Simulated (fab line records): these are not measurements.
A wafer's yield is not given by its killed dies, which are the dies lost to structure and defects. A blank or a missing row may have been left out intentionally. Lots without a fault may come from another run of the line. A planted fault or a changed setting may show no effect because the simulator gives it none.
Comparing a struck lot with a sound one -- flow nand harc -- 15 steps out of a route of 1159
Sound: these wafers, L388.3, L388.4, L388.6. Struck: wafer L407.1 (left out: L407.3, L407.5 of the same lot, which were not struck); the cause appears at the end.
Per side, at each step with rows, come the tool, then ch with its chambers, and then its first start. Under that, the readings that differ: sound wafers -- struck wafers -- difference of the means -- sigmas: that difference in standard deviations of wafers without a fault.
alike: readings whose means differ by less than 2 such deviations, and words and numbers that are the same on both sides. not compared: withheld readings, readings that some wafer has no value for, bounds like >300 that may hide the same value, and numbers for which the record gives no deviation and whose values overlap.
Wherever a step has rows on one side only, a row that says differs or no value, or a row with sigmas, the two part there. Numbers that have no deviation but don't overlap get no sigmas and don't part them. A reading that every wafer of one side lacks parts them only if that side has two wafers or more.

NHARC_P_START_INSPECT_01:
  sound on defect inspect-02, day 2 00:02; struck on defect inspect-01, day 6 18:02
  alike: raw defect count
then, 10 steps without rows for these wafers: NHARC_P_ZERO_WELL_PRECLEAN_00 (cleans in SPM, time 600 s); NHARC_P_ZERO_WELL_SRD_01; NHARC_P_ZERO_WELL_PECVD_02 (deposits SiO2, target thk 10 nm); NHARC_P_ZERO_WELL_DEHYDRATE_03 (time 120 s); NHARC_P_ZERO_WELL_HMDS_04 (time 30 s); NHARC_P_ZERO_WELL_COAT_64 (time 65 s); NHARC_P_ZERO_WELL_COAT_05 (resist thk 600 nm); NHARC_P_ZERO_WELL_SOFTBAKE_06 (time 70 s); NHARC_P_ZERO_WELL_EBR_07; NHARC_P_ZERO_WELL_EXPOSE_08 (exposes mask P ZERO, target cd 500 nm).
NHARC_P_ZERO_WELL_PEB_09: peb time 80 s.
  sound on litho track-02 ch 0, day 2 01:19; struck on litho track-07 ch 0, day 6 19:09
reading,sound,struck,difference,sigmas
heater power total W (W),188.8 189.5 189.1,237.1,+48.0,+61
  alike: chill plate temp C
then, 1 step without rows for these wafers: NHARC_P_ZERO_WELL_DEVELOP_10 (time 50 s).
NHARC_P_ZERO_WELL_CD_MEAS_11 targets a cd of 500 nm.
  sound on cd sem-03 ch 0, day 2 01:24; struck on cd sem-01 ch 0, day 6 19:14
reading,sound,struck,difference,sigmas
cd nm (nm),500.6 495.8 495.6,477.7,-19.6,-8
then, 1 step without rows for these wafers: NHARC_P_ZERO_WELL_HARDBAKE_12 (time 65 s).

## WHERE THEY PART
At NHARC_P_ZERO_WELL_PEB_09 first; at NHARC_P_ZERO_WELL_CD_MEAS_11 last (within this record only).

WHY: what the simulator had put in
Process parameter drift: litho track-07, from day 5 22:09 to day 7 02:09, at NHARC_P_ZERO_WELL_PEB_09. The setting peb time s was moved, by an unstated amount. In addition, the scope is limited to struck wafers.
